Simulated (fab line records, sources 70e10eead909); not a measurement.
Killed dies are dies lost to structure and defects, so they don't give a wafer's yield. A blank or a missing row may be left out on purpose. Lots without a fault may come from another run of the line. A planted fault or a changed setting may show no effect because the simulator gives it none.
fab line records | flow nand_harc
record lots=12 wafers=36 last_day=33
route steps=1302 shown A_M1@1201 A_BONDPAD@1216 END@1302
lots that met no fault: from a run of the same line without faults
start_h: hours from the record's first day to the start of the lot's first wafer shown | wait_h: hours since the lot's step before | " the same as in the row above | L1.1+2: a row that stands for several wafers | - no value, or no start given | * or withheld: withheld | < > ~ a bound
route shown NAME@n: a module of which the file shows steps, and the number in the route of the first | usual: mean/standard deviation of fault-free wafers | same: alike in all rows | chamber/n: place in a boat | sites: the reading at each site | _std_site: their standard deviation | _edge_site: outer sites' mean less inner sites' | radius_mm: how far each site lies from the wafer's centre | mask NAME#n: copy n | behind: the tool/chamber that last shaped the wafer | hold: why the lot was held/for how many hours/how that ended | device: the transistor (n, p or np) that didn't switch | end of line: the same wafers' tests at the end of the route | a step without rows: its recipe alone | killed: dies lost to structure and defects at the first sort, not the wafer's yield | map: a wafer's dies, x killed, . not, _ none there
set.NAME: the setting as run; set.NAME@STEP: as run at that earlier step | model.NAME: the simulator's own value behind a step, which no gauge read
steps of the route over a sample of lots; a table a step, a row a wafer
services: from which hour (start_h, from the record's first day; less than 0 if before it) a tool's chamber was out of use, for how many hours, and why
## steps
# step NHARC_A_M1_DEP_33
# recipe target_thk_a=300 temp_c=370 target_thk_nm=30 pressure_torr=3 flow_sccm=200 rf_w=450 material=SiCN
# usual heater_power_w=565/84 showerhead_vpp_V=1288/53
# columns lot.wafer tool chamber start_h wait_h heater_power_w showerhead_vpp_V since_wet_clean_h
L411.3 pecvd-02 2 521.64 0.1 710 1189 125
L411.5 " 2 " " 707 1201 -
L411.6 " 0 " " 703 1299 -
L408.3 pecvd-03 1 523.06 0.1 535 1231 168
L408.5 " 0 " " 497 1369 -
L408.4 " 2 " " 510 1335 -
L412.2 pecvd-03 0 552.74 0.1 547 1347 17
L412.1 " 2 " " 477 1312 17
L412.5 " 2 " " 482 1352 -
L413.3 pecvd-01 1 556.67 0.1 618 1296 76
L413.1 " 0 " " 549 1250 76
L413.6 " 0 " " 535 1259 -
L415.1 pecvd-03 1 588.72 0.1 493 1227 52
L415.6 " 0 " " 509 1356 -
L415.4 " 1 " " 488 1234 -
L417.2 pecvd-03 0 604.47 0.1 537 1325 68
L417.1 " 1 " " 513 1202 68
L417.6 " 0 " " 546 1351 -
L422.3 pecvd-01 1 640.88 0.1 609 1294 160
L422.5 " 1 " " 599 1288 -
L422.4 " 0 " " 578 1251 -
L425.1 pecvd-03 0 663.05 0.1 500 1346 127
L425.6 " 0 " " 503 1315 -
L425.5 " 2 " " 503 1334 -
L429.2 pecvd-02 2 707.91 0.1 752 1201 130
L429.3 " 0 " " 716 1281 130
L429.6 " 0 " " 720 1290 -
L428.1 pecvd-02 2 708.88 0.1 654 1206 131
L428.2 " 0 " " 753 1288 131
L428.6 " 0 " " 740 1292 -
L431.3 pecvd-01 1 733.94 0.1 692 1276 72
L431.1 " 0 " " 543 1236 72
L431.6 " 2 " " 592 1287 -
L430.1 pecvd-02 0 738.93 0.1 752 1291 161
L430.3 " 2 " " 735 1190 161
L430.4 " 1 " " 607 1346 -
# step NHARC_A_BONDPAD_OVL_MEAS_35
# usual overlay_x_nm=-1/5.3 overlay_y_nm=1/5
# columns lot.wafer tool chamber start_h wait_h overlay_x_nm overlay_y_nm
L411.3 overlay-02 - 523.34 - 5 -2
L411.5 " - " " 4 -2
L411.6 " - " " 5 -2
L408.3 overlay-02 - 524.90 - -8 4
L408.4 " - " " -8 4
L408.5 " - " " -8 4
L412.1 overlay-02 - 554.48 - 0 0
L412.2 " - " " 0 0
L412.5 " - " " 0 0
L413.1 overlay-01 - 558.55 - -4 6
L413.3 " - " " -4 6
L413.6 " - " " -4 6
L415.1 overlay-02 - 590.51 - -8 10
L415.4 " - " " -9 10
L415.6 " - " " -8 10
L417.1 overlay-01 - 606.18 - -1 7
L417.2 " - " " -1 6
L417.6 " - " " -1 7
L422.3 overlay-02 - 642.78 - -9 3
L422.4 " - " " -9 4
L422.5 " - " " -9 4
L425.1 overlay-01 - 664.92 - -2 -3
L425.5 " - " " -2 -3
L425.6 " - " " -2 -3
L429.2 overlay-01 - 709.60 - 7 2
L429.3 " - " " 8 2
L429.6 " - " " 7 3
L428.1 overlay-01 - 710.63 - 8 -7
L428.2 " - " " 8 -6
L428.6 " - " " 9 -6
L431.1 overlay-02 - 735.67 - -5 -5
L431.3 " - " " -5 -5
L431.6 " - " " -5 -5
L430.1 overlay-01 - 740.77 - -1 -7
L430.3 " - " " 0 -8
L430.4 " - " " -1 -7
# step NHARC_A_BONDPAD_CD_MEAS_13
# usual cd_nm=499.8/1.4
# columns lot.wafer tool chamber start_h wait_h cd_nm
L411.3 cd_sem-02 - 523.84 - 499.2
L411.5 " - " " 500.3
L411.6 " - " " 501.1
L408.3 cd_sem-03 - 525.34 - 499.0
L408.4 " - " " 499.9
L408.5 " - " " 499.5
L412.1 cd_sem-02 - 554.92 - 498.2
L412.2 " - " " 498.2
L412.5 " - " " 497.0
L413.1 cd_sem-02 - 558.99 - 501.2
L413.3 " - " " 497.8
L413.6 " - " " 500.5
L415.1 cd_sem-01 - 590.96 - 498.4
L415.4 " - " " 499.5
L415.6 " - " " 500.1
L417.1 cd_sem-02 - 606.62 - 498.1
L417.2 " - " " 499.6
L417.6 " - " " 500.5
L422.3 cd_sem-01 - 643.22 - 497.8
L422.4 " - " " 499.7
L422.5 " - " " 501.3
L425.1 cd_sem-02 - 665.36 - 498.3
L425.5 " - " " 500.3
L425.6 " - " " 496.4
L429.2 cd_sem-02 - 710.05 - 498.7
L429.3 " - " " 499.4
L429.6 " - " " 498.1
L428.1 cd_sem-01 - 711.15 - 500.5
L428.2 " - " " 499.8
L428.6 " - " " 499.2
L431.1 cd_sem-02 - 736.11 - 499.7
L431.3 " - " " 501.1
L431.6 " - " " 499.3
L430.1 cd_sem-02 - 741.21 - 502.1
L430.3 " - " " 499.4
L430.4 " - " " 499.1
# step NHARC_A_BONDPAD_STRIP_15
# recipe o2_flow_sccm=500 ar_flow_sccm=0 bias_w=0 chemistry=O2
# usual chamber_pressure_mTorr=60.00/0.067 drypump_motor_current_A=5.9/0.48 mfc_ar_sccm=0.007/0.0079 oes_product_au=0.999/0.0069 rf_vpp_V=57.8/0.97 showerhead_plenum_p_Torr=3.52/0.15 throttle_valve_pct=17.037/0.0093
# columns lot.wafer tool chamber start_h wait_h chamber_pressure_mTorr drypump_motor_current_A mfc_ar_sccm oes_product_au rf_hours_counter_h rf_vpp_V showerhead_plenum_p_Torr throttle_valve_pct
L411.3 rie_diel-03 3 523.91 0.1 59.95 6.1 0 1.011 30 58.7 3.79 17.048
L411.5 " 3 " " 59.89 6.1 0 1.004 - 56.5 3.79 17.043
L411.6 " 0 " " 60.30 5.2 0.019 0.999 - 57.3 3.38 17.050
L408.4 rie_diel-03 0 525.44 0.1 60.04 5.3 0.019 0.996 33 58.7 3.38 17.056
L408.3 " 1 " " 59.96 5.9 0 1.006 28 57.1 3.34 17.058
L408.5 " 2 " " 60.03 5.0 0 0.997 - 57.7 3.71 17.035
L412.2 rie_diel-03 0 554.99 0.1 60.08 5.2 0.019 0.997 38 57.7 3.38 17.025
L412.1 " 2 " " 60.01 5.0 0 1.011 31 59.9 3.71 17.041
L412.5 " 0 " " 59.86 5.2 0.019 1.001 - 57.7 3.38 17.031
L413.1 rie_diel-02 3 559.08 0.1 60.08 6.2 0.019 1.000 0 59.0 3.57 17.026
L413.3 " 1 " " 60.04 6.2 0.018 1.004 0 57.9 3.64 17.026
L413.6 " 3 " " 59.94 6.2 0.019 0.995 - 60.3 3.57 17.040
L415.1 rie_diel-07 2 591.05 0.1 59.97 6.0 0.006 1.014 25 58.5 3.45 17.044
L415.4 " 3 " " 59.92 5.6 0 1.012 28 58.2 3.29 17.035
L415.6 " 2 " " 59.95 6.0 0.006 1.012 - 57.1 3.45 17.044
L417.1 rie_diel-07 1 606.69 0.1 60.04 5.9 0.004 0.999 25 58.6 3.51 17.045
L417.2 " 0 " " 60.00 5.9 0 0.999 30 57.9 3.79 17.046
L417.6 " 2 " " 60.00 6.1 0.006 1.009 - 57.1 3.45 17.036
L422.4 rie_diel-07 1 643.29 0.1 31.58 5.9 0.004 1.003 2 56.1 3.51 17.038
L422.3 " 2 " " 31.71 6.0 0.006 1.003 3 57.3 3.45 17.034
L422.5 " 2 " " 31.68 6.0 0.006 0.994 - 58.0 3.45 17.055
L425.1 rie_diel-07 1 665.45 0.1 31.67 5.9 0.004 0.994 4 56.4 3.51 17.020
L425.5 " 0 " " 31.69 5.9 0 0.993 - 59.9 3.79 17.026
L425.6 " 1 " " 31.71 5.8 0.004 0.995 - 56.5 3.51 17.038
L429.2 rie_diel-02 1 710.12 0.1 59.97 6.2 0.018 0.999 5 58.0 3.64 17.040
L429.3 " 3 " " 59.95 6.2 0.019 0.988 4 58.0 3.57 17.051
L429.6 " 2 " " 59.99 5.4 0.008 1.003 - 57.3 3.36 17.051
L428.2 rie_diel-03 0 711.23 0.1 59.93 5.2 0.019 0.992 36 57.3 3.35 17.041
L428.1 " 3 " " 59.91 6.1 0 0.993 32 59.0 3.76 17.036
L428.6 " 1 " " 59.99 5.9 0 0.990 - 57.8 3.31 17.046
L431.1 rie_diel-07 3 736.18 0.1 60.03 5.6 0 0.997 17 56.9 3.28 17.050
L431.3 " 0 " " 59.94 6.0 0 0.992 15 57.2 3.78 17.030
L431.6 " 0 " " 59.95 6.0 0 0.981 - 58.3 3.78 17.047
L430.1 rie_diel-02 0 741.28 0.1 60.00 6.8 0 0.997 0 58.4 3.50 17.033
L430.3 " 1 " " 60.02 6.2 0.018 0.995 0 58.7 3.64 17.023
L430.4 " 3 " " 60.06 6.2 0.019 1.000 0 57.9 3.57 17.042
# step NHARC_END_SORT_01
# recipe temp_c=25
# usual defect_limited_yield=92.3/2.2 killed_at_array=47/14 killed_at_other=0.5/0.72 killed_at_periphery=4/3.1 killed_dies=52/15 killed_open=3.2/1.9 killed_short=2.4/1.7 sort_bin_2_pct=2.7/1.1 sort_bin_3_pct=0.6/0.34 sort_bin_4_pct=4.4/1.3 sort_n_pass=625/15 sort_rim_yield_pct=90/4.3 sort_yield_pct=92.3/2.2
# same gross_dies=677 sort_bin_5_pct[%]=0 sort_bin_6_pct[%]=0 sort_bin_7_pct[%]=0 sort_bin_8_pct[%]=0 sort_rim_n_gross=106.00
# columns lot.wafer tool chamber start_h wait_h defect_limited_yield[%] killed_at_array killed_at_other killed_at_periphery killed_dies killed_open killed_short sort_bin_2_pct[%] sort_bin_3_pct[%] sort_bin_4_pct[%] sort_n_pass sort_rim_yield_pct[%] sort_yield_pct[%]
L413.1 prober-01 0 592.20 2.5 96.3 24 0 1 25 4 1 0.9 0.1 2.7 652 94 96.3
L413.3 prober-01 0 593.79 3.1 95.3 29 0 3 32 5 3 1.6 0.1 3.0 645 97 95.3
L413.6 prober-01 0 596.18 4.0 97.0 16 1 3 20 3 1 0.6 0.3 2.1 657 97 97.0
L415.1 prober-01 0 620.58 2.5 89.5 69 1 1 71 2 2 3.8 0.9 5.8 606 82 89.5
L415.4 prober-01 0 622.96 3.4 92.9 45 0 3 48 5 2 2.5 0.4 4.1 629 87 92.9
L415.6 prober-01 0 624.55 4.0 91.7 49 0 7 56 4 2 2.4 0.6 5.3 621 88 91.7
L422.3 prober-02 0 754.92 3.1 94.2 37 1 1 39 2 0 1.9 0.1 3.7 638 90 94.2
L422.4 prober-02 0 755.71 3.4 93.5 40 0 4 44 1 1 2.1 0.3 4.1 633 89 93.5
L422.5 prober-02 0 756.50 3.7 93.2 42 1 3 46 4 1 1.9 1.0 3.8 631 88 93.2
# killed by level:class
L413.1 A_BONDPAD:chamber_film_flake=5 A_CONTACT:chamber_film_flake=4 A_CHANNEL_HOLE_D1:chamber_film_flake=3 A_CHANNEL_HOLE_D2:chamber_film_flake=3 A_CHANNEL_FILL_D2:chamber_film_flake=2 A_STAIRCASE:chamber_film_flake=2 P_CONTACT:geometric_particle:short=1 A_DECK1_JOINT:geometric_particle:open=1
L413.3 A_CHANNEL_HOLE_D2:chamber_film_flake=7 A_CHANNEL_HOLE_D1:chamber_film_flake=5 A_CHANNEL_FILL_D2:chamber_film_flake=4 A_BONDPAD:chamber_film_flake=2 P_STI:geometric_particle:short=1 P_CONTACT:geometric_particle:open=1 A_ONON_D1:geometric_particle:open=1 A_STAIRCASE:geometric_particle:open=1
L413.6 A_CHANNEL_HOLE_D2:chamber_film_flake=6 A_CONTACT:chamber_film_flake=5 P_M0:geometric_particle:open=1 P_M0:geometric_particle:short=1 A_CHANNEL_FILL_D1:geometric_particle:open=1 A_M0:geometric_particle:open=1 P_GATE:chamber_film_flake=1 A_STAIRCASE:chamber_film_flake=1
L415.1 A_CHANNEL_HOLE_D1:chamber_film_flake=28 A_SLIT:chamber_film_flake=25 A_CHANNEL_HOLE_D2:chamber_film_flake=5 A_CONTACT:chamber_film_flake=4 A_STAIRCASE:chamber_film_flake=2 A_M1:chamber_film_flake=2 P_M0:geometric_particle:open=1 A_ONON_D2:geometric_particle:short=1
L415.4 A_CHANNEL_HOLE_D1:chamber_film_flake=20 A_SLIT:chamber_film_flake=14 A_CONTACT:chamber_film_flake=2 A_M1:chamber_film_flake=2 P_M1:geometric_particle:open=1 A_ONON_D1:geometric_particle:short=1 A_CHANNEL_HOLE_D1:geometric_particle:short=1 A_ONON_D2:geometric_particle:open=1
L415.6 A_CHANNEL_HOLE_D1:chamber_film_flake=27 A_CHANNEL_HOLE_D2:chamber_film_flake=8 A_SLIT:chamber_film_flake=7 P_ZERO_WELL:chamber_film_flake=3 A_CONTACT:chamber_film_flake=2 P_GATE:geometric_particle:open=1 P_CONTACT:geometric_particle:short=1 P_M1:geometric_particle:open=1
L422.3 A_SLIT:chamber_film_flake=16 A_CONTACT:chamber_film_flake=10 A_CHANNEL_HOLE_D2:chamber_film_flake=4 A_CHANNEL_HOLE_D1:chamber_film_flake=3 A_WL_FILL:chamber_film_flake=2 A_SOURCE_PLATE:geometric_particle:open=1 P_GATE:chamber_film_flake=1 STARTING-WAFER:geometric_particle:open=1
L422.4 A_SLIT:chamber_film_flake=20 A_CHANNEL_HOLE_D1:chamber_film_flake=5 P_ZERO_WELL:chamber_film_flake=2 P_GATE:chamber_film_flake=2 A_STAIRCASE:chamber_film_flake=2 A_CHANNEL_FILL_D1:chamber_film_flake=2 A_CHANNEL_HOLE_D2:chamber_film_flake=2 A_WL_FILL:chamber_film_flake=2
L422.5 A_SLIT:chamber_film_flake=14 A_CONTACT:chamber_film_flake=10 A_CHANNEL_HOLE_D1:chamber_film_flake=6 A_CHANNEL_HOLE_D2:chamber_film_flake=4 A_WL_FILL:chamber_film_flake=3 P_CONTACT:geometric_particle:open=2 A_DECK1_JOINT:geometric_particle:open=1 A_SGD_CUT:geometric_particle:open=1
## services
# columns tool chamber start_h hours kind
rie_diel-02 2 501.78 12.5 repair
pecvd-01 2 503.25 7.6 repair
rie_diel-07 0 505.62 - clean
rie_diel-07 1 505.62 - clean
rie_diel-07 2 505.62 - clean
pecvd-03 - 523.28 13.0 pm
rie_diel-02 - 546.70 9.0 pm
pecvd-01 - 562.04 0.7 repair
pecvd-02 - 565.00 13.0 pm
pecvd-01 - 574.93 0.9 repair
pecvd-01 - 585.66 0.3 repair
rie_diel-02 1 592.77 2.6 repair
rie_diel-02 - 600.23 2.8 repair
rie_diel-03 3 607.91 3.9 repair
rie_diel-03 - 611.37 9.0 pm
rie_diel-07 - 624.44 9.0 pm
pecvd-02 2 642.06 18.4 repair
pecvd-01 - 649.00 13.0 pm
rie_diel-03 3 669.68 11.9 repair
pecvd-03 1 701.29 9.5 repair
pecvd-03 - 704.36 13.0 pm
rie_diel-02 2 706.85 2.0 repair
rie_diel-02 3 721.65 12.4 repair
rie_diel-02 - 723.70 9.0 pm
## key
first_sign step=NHARC_A_BONDPAD_STRIP_15 reading=chamber_pressure_mTorr direction=down sigmas=99+ usual=60.00 struck=31.67
effect none on later readings
met_at NHARC_A_BONDPAD_STRIP_15
struck_lots L422,L425
not_acting_at NHARC_A_M1_DEP_33,NHARC_A_BONDPAD_OVL_MEAS_35,NHARC_A_BONDPAD_CD_MEAS_13
onset_between 606.69 643.29
fault kind=process_parameter_drift tool=rie_diel-07 chamber=- onset_h=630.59 steps=NHARC_A_BONDPAD_STRIP_15 channel=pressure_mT offset=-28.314 shape=step end_h=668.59 acts_in=these_recipes_only stated=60
